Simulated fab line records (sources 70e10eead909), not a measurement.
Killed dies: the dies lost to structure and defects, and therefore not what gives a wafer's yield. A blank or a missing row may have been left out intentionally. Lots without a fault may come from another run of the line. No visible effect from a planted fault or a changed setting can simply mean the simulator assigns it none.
Which of the tools did it? || flow nandHarc || Sampling: 24 lots, 72 wafers, 4 of 1302 route steps

== WHAT THE GAUGES SHOWED, per wafer ==
NHARC_P_M1_CD_MEAS_16. Usual: cdNm at 129.9 nm, with a standard deviation of 0.92.
{"lot": "L075", "measured": "day 6 22:26", "on": "cdSem-02", "cdNm (nm)": "128.8 128.2 129.5", "flag": ""}
{"lot": "L076", "measured": "day 7 10:34", "on": "cdSem-02", "cdNm (nm)": "127.8 130.0 129.2", "flag": ""}
{"lot": "L077", "measured": "day 7 15:52", "on": "cdSem-01", "cdNm (nm)": "129.4 131.5 131.3", "flag": ""}
{"lot": "L074", "measured": "day 7 18:02", "on": "cdSem-01", "cdNm (nm)": "130.4 131.2 129.7", "flag": ""}
{"lot": "L078", "measured": "day 7 22:40", "on": "cdSem-03", "cdNm (nm)": "130.4 129.1 132.0", "flag": ""}
{"lot": "L079", "measured": "day 8 06:33", "on": "cdSem-01", "cdNm (nm)": "129.7 129.9 129.3", "flag": ""}
{"lot": "L080", "measured": "day 8 19:05", "on": "cdSem-02", "cdNm (nm)": "131.0 131.2 131.6", "flag": ""}
{"lot": "L081", "measured": "day 9 04:40", "on": "cdSem-01", "cdNm (nm)": "129.3 128.6 129.0", "flag": ""}
{"lot": "L082", "measured": "day 9 18:35", "on": "cdSem-03", "cdNm (nm)": "129.3 130.1 129.6", "flag": ""}
{"lot": "L083", "measured": "day 9 23:05", "on": "cdSem-02", "cdNm (nm)": "130.8 130.4 129.5", "flag": ""}
{"lot": "L085", "measured": "day 10 19:49", "on": "cdSem-01", "cdNm (nm)": "130.0 130.8 129.6", "flag": ""}
{"lot": "L084", "measured": "day 10 22:35", "on": "cdSem-02", "cdNm (nm)": "128.8 127.6 128.8", "flag": ""}
{"lot": "L086", "measured": "day 11 06:17", "on": "cdSem-02", "cdNm (nm)": "129.6 129.7 129.9", "flag": ""}
{"lot": "L087", "measured": "day 12 12:35", "on": "cdSem-01", "cdNm (nm)": "130.1 130.9 129.7", "flag": ""}
{"lot": "L088", "measured": "day 12 13:28", "on": "cdSem-01", "cdNm (nm)": "130.8 129.6 129.4", "flag": ""}
{"lot": "L089", "measured": "day 13 02:26", "on": "cdSem-01", "cdNm (nm)": "130.5 130.3 130.4", "flag": ""}
{"lot": "L090", "measured": "day 13 03:35", "on": "cdSem-01", "cdNm (nm)": "129.7 130.8 128.9", "flag": ""}
{"lot": "L091", "measured": "day 13 10:09", "on": "cdSem-02", "cdNm (nm)": "128.6 128.5 128.4", "flag": ""}
{"lot": "L093", "measured": "day 13 22:13", "on": "cdSem-01", "cdNm (nm)": "129.7 129.6 129.5", "flag": ""}
{"lot": "L092", "measured": "day 14 00:20", "on": "cdSem-01", "cdNm (nm)": "130.0 130.2 130.5", "flag": ""}
{"lot": "L094", "measured": "day 14 11:14", "on": "cdSem-01", "cdNm (nm)": "129.7 128.9 128.0", "flag": ""}
{"lot": "L095", "measured": "day 15 03:30", "on": "cdSem-03", "cdNm (nm)": "129.6 129.5 129.4", "flag": ""}
{"lot": "L096", "measured": "day 15 08:07", "on": "cdSem-02", "cdNm (nm)": "131.2 131.3 131.1", "flag": ""}
{"lot": "L097", "measured": "day 15 19:01", "on": "cdSem-01", "cdNm (nm)": "129.6 129.5 129.4", "flag": ""}

== EACH LOT AND THE TOOL THAT RAN IT (in order: tool; ch and the chambers of the sampled wafers; start) ==
{"lot": "L075", "NHARC_P_CONTACT_DEP_00": "pecvd-03 ch 0,2, day 6 13:11 or earlier", "NHARC_P_CONTACT_DESCUM_17": "rieDiel-08 ch 1,2, day 6 13:11", "NHARC_P_CONTACT_PVD_32": "pvdSputter-03, day 6 22:26 or earlier"}
{"lot": "L076", "NHARC_P_CONTACT_DEP_00": "pecvd-01 ch 1,2, day 7 02:02 or earlier", "NHARC_P_CONTACT_DESCUM_17": "rieDiel-08 ch 0,1,2, day 7 02:02", "NHARC_P_CONTACT_PVD_32": "pvdSputter-01, day 7 10:34 or earlier"}
{"lot": "L077", "NHARC_P_CONTACT_DEP_00": "pecvd-03 ch 0,2, day 7 07:17 or earlier", "NHARC_P_CONTACT_DESCUM_17": "rieDiel-08 ch 0,3, day 7 07:17", "NHARC_P_CONTACT_PVD_32": "pvdSputter-03, day 7 15:52 or earlier"}
{"lot": "L074", "NHARC_P_CONTACT_DEP_00": "pecvd-02 ch 0,1,2, day 7 09:11 or earlier", "NHARC_P_CONTACT_DESCUM_17": "rieDiel-13 ch 0,1,3, day 7 09:11", "NHARC_P_CONTACT_PVD_32": "pvdSputter-03, day 7 18:02 or earlier"}
{"lot": "L078", "NHARC_P_CONTACT_DEP_00": "pecvd-01 ch 0,2, day 7 14:02 or earlier", "NHARC_P_CONTACT_DESCUM_17": "rieDiel-13 ch 2,3, day 7 14:02", "NHARC_P_CONTACT_PVD_32": "pvdSputter-03, day 7 22:40 or earlier"}
{"lot": "L079", "NHARC_P_CONTACT_DEP_00": "pecvd-02 ch 1,2, day 7 22:08 or earlier", "NHARC_P_CONTACT_DESCUM_17": "rieDiel-08 ch 1,2, day 7 22:08", "NHARC_P_CONTACT_PVD_32": "pvdSputter-02, day 8 06:33 or earlier"}
{"lot": "L080", "NHARC_P_CONTACT_DEP_00": "pecvd-02 ch 0,1,2, day 8 10:17 or earlier", "NHARC_P_CONTACT_DESCUM_17": "rieDiel-10 ch 0,3, day 8 10:17", "NHARC_P_CONTACT_PVD_32": "pvdSputter-02, day 8 19:05 or earlier"}
{"lot": "L081", "NHARC_P_CONTACT_DEP_00": "pecvd-02 ch 0,1,2, day 8 19:38 or earlier", "NHARC_P_CONTACT_DESCUM_17": "rieDiel-13 ch 1,2, day 8 19:38", "NHARC_P_CONTACT_PVD_32": "pvdSputter-02, day 9 04:40 or earlier"}
{"lot": "L082", "NHARC_P_CONTACT_DEP_00": "pecvd-01 ch 0,1, day 9 10:01 or earlier", "NHARC_P_CONTACT_DESCUM_17": "rieDiel-08 ch 1,2,3, day 9 10:01", "NHARC_P_CONTACT_PVD_32": "pvdSputter-03, day 9 18:35 or earlier"}
{"lot": "L083", "NHARC_P_CONTACT_DEP_00": "pecvd-03 ch 0,1,2, day 9 14:27 or earlier", "NHARC_P_CONTACT_DESCUM_17": "rieDiel-08 ch 0,1, day 9 14:27", "NHARC_P_CONTACT_PVD_32": "pvdSputter-02, day 9 23:05 or earlier"}
{"lot": "L085", "NHARC_P_CONTACT_DEP_00": "pecvd-03 ch 0,1,2, day 10 10:52 or earlier", "NHARC_P_CONTACT_DESCUM_17": "rieDiel-08 ch 1,2, day 10 10:52", "NHARC_P_CONTACT_PVD_32": "pvdSputter-03, day 10 19:49 or earlier"}
{"lot": "L084", "NHARC_P_CONTACT_DEP_00": "pecvd-01 ch 0,1, day 10 13:53 or earlier", "NHARC_P_CONTACT_DESCUM_17": "rieDiel-08 ch 0,1, day 10 13:53", "NHARC_P_CONTACT_PVD_32": "pvdSputter-03, day 10 22:35 or earlier"}
{"lot": "L086", "NHARC_P_CONTACT_DEP_00": "pecvd-01 ch 0,1,2, day 10 21:32 or earlier", "NHARC_P_CONTACT_DESCUM_17": "rieDiel-10 ch 1,3, day 10 21:32", "NHARC_P_CONTACT_PVD_32": "pvdSputter-02, day 11 06:17 or earlier"}
{"lot": "L087", "NHARC_P_CONTACT_DEP_00": "pecvd-02 ch 1,2, day 12 03:51 or earlier", "NHARC_P_CONTACT_DESCUM_17": "rieDiel-13 ch 1,2,3, day 12 03:51", "NHARC_P_CONTACT_PVD_32": "pvdSputter-02, day 12 12:35 or earlier"}
{"lot": "L088", "NHARC_P_CONTACT_DEP_00": "pecvd-02 ch 0,1,2, day 12 04:33 or earlier", "NHARC_P_CONTACT_DESCUM_17": "rieDiel-08 ch 0,1,3, day 12 04:33", "NHARC_P_CONTACT_PVD_32": "pvdSputter-03, day 12 13:28 or earlier"}
{"lot": "L089", "NHARC_P_CONTACT_DEP_00": "pecvd-02 ch 0,2, day 12 17:40 or earlier", "NHARC_P_CONTACT_DESCUM_17": "rieDiel-08 ch 0,1,3, day 12 17:40", "NHARC_P_CONTACT_PVD_32": "pvdSputter-03, day 13 02:26 or earlier"}
{"lot": "L090", "NHARC_P_CONTACT_DEP_00": "pecvd-03 ch 0,1, day 12 19:02 or earlier", "NHARC_P_CONTACT_DESCUM_17": "rieDiel-13 ch 0,1,2, day 12 19:02", "NHARC_P_CONTACT_PVD_32": "pvdSputter-01, day 13 03:35 or earlier"}
{"lot": "L091", "NHARC_P_CONTACT_DEP_00": "pecvd-03 ch 0,1,2, day 13 01:35 or earlier", "NHARC_P_CONTACT_DESCUM_17": "rieDiel-10 ch 2,3, day 13 01:35", "NHARC_P_CONTACT_PVD_32": "pvdSputter-03, day 13 10:09 or earlier"}
{"lot": "L093", "NHARC_P_CONTACT_DEP_00": "pecvd-02 ch 0,1,2, day 13 13:24 or earlier", "NHARC_P_CONTACT_DESCUM_17": "rieDiel-13 ch 1,2, day 13 13:24", "NHARC_P_CONTACT_PVD_32": "pvdSputter-01, day 13 22:13 or earlier"}
{"lot": "L092", "NHARC_P_CONTACT_DEP_00": "pecvd-01 ch 0,1,2, day 13 15:47 or earlier", "NHARC_P_CONTACT_DESCUM_17": "rieDiel-13 ch 2,3, day 13 15:47", "NHARC_P_CONTACT_PVD_32": "pvdSputter-03, day 14 00:20 or earlier"}
{"lot": "L094", "NHARC_P_CONTACT_DEP_00": "pecvd-02 ch 0,2, day 14 02:35 or earlier", "NHARC_P_CONTACT_DESCUM_17": "rieDiel-08 ch 0,2, day 14 02:35", "NHARC_P_CONTACT_PVD_32": "pvdSputter-03, day 14 11:14 or earlier"}
{"lot": "L095", "NHARC_P_CONTACT_DEP_00": "pecvd-03 ch 0,1,2, day 14 18:52 or earlier", "NHARC_P_CONTACT_DESCUM_17": "rieDiel-08 ch 0,1,2, day 14 18:52", "NHARC_P_CONTACT_PVD_32": "pvdSputter-01, day 15 03:30 or earlier"}
{"lot": "L096", "NHARC_P_CONTACT_DEP_00": "pecvd-02 ch 1,2, day 14 23:06 or earlier", "NHARC_P_CONTACT_DESCUM_17": "rieDiel-13 ch 1,2,3, day 14 23:06", "NHARC_P_CONTACT_PVD_32": "pvdSputter-03, day 15 08:07 or earlier"}
{"lot": "L097", "NHARC_P_CONTACT_DEP_00": "pecvd-03 ch 0,1,2, day 15 10:37 or earlier", "NHARC_P_CONTACT_DESCUM_17": "rieDiel-10 ch 1,2, day 15 10:37", "NHARC_P_CONTACT_PVD_32": "pvdSputter-02, day 15 19:01 or earlier"}
- NHARC_P_CONTACT_DEP_00: deposits SiO2, target thk 500 nm.
- NHARC_P_CONTACT_DESCUM_17: chemistry O2, time 3 s.
- NHARC_P_CONTACT_PVD_32: deposits Ti, target thk 5 nm, time 17.7 s.

== WHAT THE TOOLS THEMSELVES READ (means of the sampled wafers that have a number; where no wafer has one, the mark that the record gives instead) ==
NHARC_P_CONTACT_DEP_00. Usual: heaterPowerW 543 W, standard deviation 74; mfcPrecursorSccm 161.4 sccm, standard deviation 0.55; throttleValvePct 15.6 %, standard deviation 0.45.
{"lot": "L075", "tool": "pecvd-03", "heaterPowerW (W)": 507, "mfcPrecursorSccm (sccm)": 161.3, "throttleValvePct (%)": 16.0, "flag": ""}
{"lot": "L076", "tool": "pecvd-01", "heaterPowerW (W)": 581, "mfcPrecursorSccm (sccm)": 161.3, "throttleValvePct (%)": 15.7, "flag": ""}
{"lot": "L077", "tool": "pecvd-03", "heaterPowerW (W)": 603, "mfcPrecursorSccm (sccm)": 161.3, "throttleValvePct (%)": 15.8, "flag": ""}
{"lot": "L074", "tool": "pecvd-02", "heaterPowerW (W)": 508, "mfcPrecursorSccm (sccm)": 161.4, "throttleValvePct (%)": 15.2, "flag": ""}
{"lot": "L078", "tool": "pecvd-01", "heaterPowerW (W)": 595, "mfcPrecursorSccm (sccm)": 161.4, "throttleValvePct (%)": 15.8, "flag": ""}
{"lot": "L079", "tool": "pecvd-02", "heaterPowerW (W)": 505, "mfcPrecursorSccm (sccm)": 161.7, "throttleValvePct (%)": 14.8, "flag": ""}
{"lot": "L080", "tool": "pecvd-02", "heaterPowerW (W)": 498, "mfcPrecursorSccm (sccm)": 161.8, "throttleValvePct (%)": 15.2, "flag": ""}
{"lot": "L081", "tool": "pecvd-02", "heaterPowerW (W)": 476, "mfcPrecursorSccm (sccm)": 161.2, "throttleValvePct (%)": 15.2, "flag": ""}
{"lot": "L082", "tool": "pecvd-01", "heaterPowerW (W)": 603, "mfcPrecursorSccm (sccm)": 161.1, "throttleValvePct (%)": 15.7, "flag": ""}
{"lot": "L083", "tool": "pecvd-03", "heaterPowerW (W)": 540, "mfcPrecursorSccm (sccm)": 161.0, "throttleValvePct (%)": 15.5, "flag": ""}
{"lot": "L085", "tool": "pecvd-03", "heaterPowerW (W)": 531, "mfcPrecursorSccm (sccm)": 161.6, "throttleValvePct (%)": 15.5, "flag": ""}
{"lot": "L084", "tool": "pecvd-01", "heaterPowerW (W)": 626, "mfcPrecursorSccm (sccm)": 161.8, "throttleValvePct (%)": 15.7, "flag": ""}
{"lot": "L086", "tool": "pecvd-01", "heaterPowerW (W)": 565, "mfcPrecursorSccm (sccm)": 161.7, "throttleValvePct (%)": 15.9, "flag": ""}
{"lot": "L087", "tool": "pecvd-02", "heaterPowerW (W)": 558, "mfcPrecursorSccm (sccm)": 161.8, "throttleValvePct (%)": 15.5, "flag": ""}
{"lot": "L088", "tool": "pecvd-02", "heaterPowerW (W)": 561, "mfcPrecursorSccm (sccm)": 161.7, "throttleValvePct (%)": 15.5, "flag": ""}
{"lot": "L089", "tool": "pecvd-02", "heaterPowerW (W)": 486, "mfcPrecursorSccm (sccm)": 160.7, "throttleValvePct (%)": 15.7, "flag": ""}
{"lot": "L090", "tool": "pecvd-03", "heaterPowerW (W)": 471, "mfcPrecursorSccm (sccm)": 162.1, "throttleValvePct (%)": 16.0, "flag": ""}
{"lot": "L091", "tool": "pecvd-03", "heaterPowerW (W)": 545, "mfcPrecursorSccm (sccm)": 161.6, "throttleValvePct (%)": 15.9, "flag": ""}
{"lot": "L093", "tool": "pecvd-02", "heaterPowerW (W)": 506, "mfcPrecursorSccm (sccm)": 161.5, "throttleValvePct (%)": 15.6, "flag": ""}
{"lot": "L092", "tool": "pecvd-01", "heaterPowerW (W)": 659, "mfcPrecursorSccm (sccm)": 161.0, "throttleValvePct (%)": 16.1, "flag": ""}
{"lot": "L094", "tool": "pecvd-02", "heaterPowerW (W)": 562, "mfcPrecursorSccm (sccm)": 161.2, "throttleValvePct (%)": 15.9, "flag": ""}
{"lot": "L095", "tool": "pecvd-03", "heaterPowerW (W)": 486, "mfcPrecursorSccm (sccm)": 161.6, "throttleValvePct (%)": 15.9, "flag": ""}
{"lot": "L096", "tool": "pecvd-02", "heaterPowerW (W)": 607, "mfcPrecursorSccm (sccm)": 160.8, "throttleValvePct (%)": 15.4, "flag": ""}
{"lot": "L097", "tool": "pecvd-03", "heaterPowerW (W)": 512, "mfcPrecursorSccm (sccm)": 161.5, "throttleValvePct (%)": 15.8, "flag": ""}

NHARC_P_CONTACT_DESCUM_17. Usual: chamberPressureMTorr 60.00 mTorr, standard deviation 0.05; drypumpMotorCurrentA 5.9 A, standard deviation 0.47; oesProductAu 1.000 a.u., standard deviation 0.0094; rfVppV 58.1 V, standard deviation 0.96; showerheadPlenumPTorr 1.96 Torr, standard deviation 0.048; throttleValvePct 11.310 %, standard deviation 0.009.
{"lot": "L075", "tool": "rieDiel-08", "chamberPressureMTorr (mTorr)": 59.99, "drypumpMotorCurrentA (A)": 5.7, "oesProductAu (a.u.)": 1.006, "rfVppV (V)": 58.1, "showerheadPlenumPTorr (Torr)": 2.01, "throttleValvePct (%)": 11.306, "flag": ""}
{"lot": "L076", "tool": "rieDiel-08", "chamberPressureMTorr (mTorr)": 60.05, "drypumpMotorCurrentA (A)": 6.0, "oesProductAu (a.u.)": 1.001, "rfVppV (V)": 58.7, "showerheadPlenumPTorr (Torr)": 1.98, "throttleValvePct (%)": 11.313, "flag": ""}
{"lot": "L077", "tool": "rieDiel-08", "chamberPressureMTorr (mTorr)": 60.08, "drypumpMotorCurrentA (A)": 6.2, "oesProductAu (a.u.)": 1.012, "rfVppV (V)": 57.5, "showerheadPlenumPTorr (Torr)": 1.94, "throttleValvePct (%)": 11.312, "flag": ""}
{"lot": "L074", "tool": "rieDiel-13", "chamberPressureMTorr (mTorr)": 59.98, "drypumpMotorCurrentA (A)": 6.0, "oesProductAu (a.u.)": 0.996, "rfVppV (V)": 57.3, "showerheadPlenumPTorr (Torr)": 1.96, "throttleValvePct (%)": 11.315, "flag": ""}
{"lot": "L078", "tool": "rieDiel-13", "chamberPressureMTorr (mTorr)": 59.99, "drypumpMotorCurrentA (A)": 5.7, "oesProductAu (a.u.)": 1.001, "rfVppV (V)": 58.0, "showerheadPlenumPTorr (Torr)": 1.97, "throttleValvePct (%)": 11.306, "flag": ""}
{"lot": "L079", "tool": "rieDiel-08", "chamberPressureMTorr (mTorr)": 60.01, "drypumpMotorCurrentA (A)": 5.7, "oesProductAu (a.u.)": 1.009, "rfVppV (V)": 58.5, "showerheadPlenumPTorr (Torr)": 2.01, "throttleValvePct (%)": 11.307, "flag": ""}
{"lot": "L080", "tool": "rieDiel-10", "chamberPressureMTorr (mTorr)": 59.97, "drypumpMotorCurrentA (A)": 5.4, "oesProductAu (a.u.)": 0.996, "rfVppV (V)": 57.5, "showerheadPlenumPTorr (Torr)": 1.89, "throttleValvePct (%)": 11.306, "flag": ""}
{"lot": "L081", "tool": "rieDiel-13", "chamberPressureMTorr (mTorr)": 60.00, "drypumpMotorCurrentA (A)": 5.5, "oesProductAu (a.u.)": 0.997, "rfVppV (V)": 58.9, "showerheadPlenumPTorr (Torr)": 1.98, "throttleValvePct (%)": 11.307, "flag": ""}
{"lot": "L082", "tool": "rieDiel-08", "chamberPressureMTorr (mTorr)": 60.00, "drypumpMotorCurrentA (A)": 5.6, "oesProductAu (a.u.)": 0.991, "rfVppV (V)": 58.2, "showerheadPlenumPTorr (Torr)": 1.97, "throttleValvePct (%)": 11.308, "flag": ""}
{"lot": "L083", "tool": "rieDiel-08", "chamberPressureMTorr (mTorr)": 59.98, "drypumpMotorCurrentA (A)": 6.4, "oesProductAu (a.u.)": 0.996, "rfVppV (V)": 58.5, "showerheadPlenumPTorr (Torr)": 1.98, "throttleValvePct (%)": 11.311, "flag": ""}
{"lot": "L085", "tool": "rieDiel-08", "chamberPressureMTorr (mTorr)": 59.96, "drypumpMotorCurrentA (A)": 5.6, "oesProductAu (a.u.)": 0.997, "rfVppV (V)": 57.6, "showerheadPlenumPTorr (Torr)": 1.98, "throttleValvePct (%)": 11.307, "flag": ""}
{"lot": "L084", "tool": "rieDiel-08", "chamberPressureMTorr (mTorr)": 60.03, "drypumpMotorCurrentA (A)": 6.4, "oesProductAu (a.u.)": 1.001, "rfVppV (V)": 58.3, "showerheadPlenumPTorr (Torr)": 1.98, "throttleValvePct (%)": 11.316, "flag": ""}
{"lot": "L086", "tool": "rieDiel-10", "chamberPressureMTorr (mTorr)": 59.99, "drypumpMotorCurrentA (A)": 5.6, "oesProductAu (a.u.)": 0.990, "rfVppV (V)": 57.9, "showerheadPlenumPTorr (Torr)": 1.91, "throttleValvePct (%)": 11.305, "flag": ""}
{"lot": "L087", "tool": "rieDiel-13", "chamberPressureMTorr (mTorr)": 60.05, "drypumpMotorCurrentA (A)": 5.7, "oesProductAu (a.u.)": 1.004, "rfVppV (V)": 57.3, "showerheadPlenumPTorr (Torr)": 1.98, "throttleValvePct (%)": 11.312, "flag": ""}
{"lot": "L088", "tool": "rieDiel-08", "chamberPressureMTorr (mTorr)": 60.00, "drypumpMotorCurrentA (A)": 6.0, "oesProductAu (a.u.)": 1.008, "rfVppV (V)": 57.7, "showerheadPlenumPTorr (Torr)": 1.97, "throttleValvePct (%)": 11.298, "flag": ""}
{"lot": "L089", "tool": "rieDiel-08", "chamberPressureMTorr (mTorr)": 60.01, "drypumpMotorCurrentA (A)": 6.0, "oesProductAu (a.u.)": 1.004, "rfVppV (V)": 58.1, "showerheadPlenumPTorr (Torr)": 1.97, "throttleValvePct (%)": 11.317, "flag": ""}
{"lot": "L090", "tool": "rieDiel-13", "chamberPressureMTorr (mTorr)": 59.98, "drypumpMotorCurrentA (A)": 5.8, "oesProductAu (a.u.)": 0.993, "rfVppV (V)": 58.9, "showerheadPlenumPTorr (Torr)": 1.96, "throttleValvePct (%)": 11.301, "flag": ""}
{"lot": "L091", "tool": "rieDiel-10", "chamberPressureMTorr (mTorr)": 60.00, "drypumpMotorCurrentA (A)": 5.6, "oesProductAu (a.u.)": 0.993, "rfVppV (V)": 57.9, "showerheadPlenumPTorr (Torr)": 1.92, "throttleValvePct (%)": 11.311, "flag": ""}
{"lot": "L093", "tool": "rieDiel-13", "chamberPressureMTorr (mTorr)": 60.01, "drypumpMotorCurrentA (A)": 5.5, "oesProductAu (a.u.)": 1.000, "rfVppV (V)": 57.9, "showerheadPlenumPTorr (Torr)": 1.98, "throttleValvePct (%)": 11.309, "flag": ""}
{"lot": "L092", "tool": "rieDiel-13", "chamberPressureMTorr (mTorr)": 59.94, "drypumpMotorCurrentA (A)": 5.9, "oesProductAu (a.u.)": 0.997, "rfVppV (V)": 57.4, "showerheadPlenumPTorr (Torr)": 1.97, "throttleValvePct (%)": 11.307, "flag": ""}
{"lot": "L094", "tool": "rieDiel-08", "chamberPressureMTorr (mTorr)": 60.01, "drypumpMotorCurrentA (A)": 6.2, "oesProductAu (a.u.)": 0.998, "rfVppV (V)": 58.3, "showerheadPlenumPTorr (Torr)": 1.94, "throttleValvePct (%)": 11.302, "flag": ""}
{"lot": "L095", "tool": "rieDiel-08", "chamberPressureMTorr (mTorr)": 60.02, "drypumpMotorCurrentA (A)": 6.0, "oesProductAu (a.u.)": 0.997, "rfVppV (V)": 57.7, "showerheadPlenumPTorr (Torr)": 1.97, "throttleValvePct (%)": 11.321, "flag": ""}
{"lot": "L096", "tool": "rieDiel-13", "chamberPressureMTorr (mTorr)": 60.06, "drypumpMotorCurrentA (A)": 5.7, "oesProductAu (a.u.)": 0.995, "rfVppV (V)": 58.2, "showerheadPlenumPTorr (Torr)": 1.97, "throttleValvePct (%)": 11.316, "flag": ""}
{"lot": "L097", "tool": "rieDiel-10", "chamberPressureMTorr (mTorr)": 60.05, "drypumpMotorCurrentA (A)": 6.6, "oesProductAu (a.u.)": 1.013, "rfVppV (V)": 57.5, "showerheadPlenumPTorr (Torr)": 2.02, "throttleValvePct (%)": 11.313, "flag": ""}

NHARC_P_CONTACT_PVD_32. Usual: throttleValvePct at 29.8 %, with a standard deviation of 0.96.
{"lot": "L075", "tool": "pvdSputter-03", "throttleValvePct (%)": 29.7, "flag": ""}
{"lot": "L076", "tool": "pvdSputter-01", "throttleValvePct (%)": 30.5, "flag": ""}
{"lot": "L077", "tool": "pvdSputter-03", "throttleValvePct (%)": 29.8, "flag": ""}
{"lot": "L074", "tool": "pvdSputter-03", "throttleValvePct (%)": 29.8, "flag": ""}
{"lot": "L078", "tool": "pvdSputter-03", "throttleValvePct (%)": 30.4, "flag": ""}
{"lot": "L079", "tool": "pvdSputter-02", "throttleValvePct (%)": 30.1, "flag": ""}
{"lot": "L080", "tool": "pvdSputter-02", "throttleValvePct (%)": 30.5, "flag": ""}
{"lot": "L081", "tool": "pvdSputter-02", "throttleValvePct (%)": 29.3, "flag": ""}
{"lot": "L082", "tool": "pvdSputter-03", "throttleValvePct (%)": 30.4, "flag": ""}
{"lot": "L083", "tool": "pvdSputter-02", "throttleValvePct (%)": 29.4, "flag": ""}
{"lot": "L085", "tool": "pvdSputter-03", "throttleValvePct (%)": 30.0, "flag": ""}
{"lot": "L084", "tool": "pvdSputter-03", "throttleValvePct (%)": 29.0, "flag": ""}
{"lot": "L086", "tool": "pvdSputter-02", "throttleValvePct (%)": 28.9, "flag": ""}
{"lot": "L087", "tool": "pvdSputter-02", "throttleValvePct (%)": 29.8, "flag": ""}
{"lot": "L088", "tool": "pvdSputter-03", "throttleValvePct (%)": 29.9, "flag": ""}
{"lot": "L089", "tool": "pvdSputter-03", "throttleValvePct (%)": 30.4, "flag": ""}
{"lot": "L090", "tool": "pvdSputter-01", "throttleValvePct (%)": 30.2, "flag": ""}
{"lot": "L091", "tool": "pvdSputter-03", "throttleValvePct (%)": 29.7, "flag": ""}
{"lot": "L093", "tool": "pvdSputter-01", "throttleValvePct (%)": 30.1, "flag": ""}
{"lot": "L092", "tool": "pvdSputter-03", "throttleValvePct (%)": 29.5, "flag": ""}
{"lot": "L094", "tool": "pvdSputter-03", "throttleValvePct (%)": 29.5, "flag": ""}
{"lot": "L095", "tool": "pvdSputter-01", "throttleValvePct (%)": 30.2, "flag": ""}
{"lot": "L096", "tool": "pvdSputter-03", "throttleValvePct (%)": 30.3, "flag": ""}
{"lot": "L097", "tool": "pvdSputter-02", "throttleValvePct (%)": 29.5, "flag": ""}

== THE ANSWER, worked out from the rows above alone ==
Rule: a lot is off if the mean of its wafers that have a number lies more than 3 standard deviations from the usual mean. A lot without any number at a reading at which 4 lots or more have one is off too. The other lots that the step has rows for count as sound. The gauges are gone through in route order, then the tools' own readings, and for those a lot's mean is taken as printed above. The first step at which some lot is off is used, and at that step the reading that is off furthest; a lot without a number counts as furthest.
Across all readings shown, no lot is off: no conclusion can be drawn from this.

== WHAT THE SIMULATOR HAD INSERTED ==
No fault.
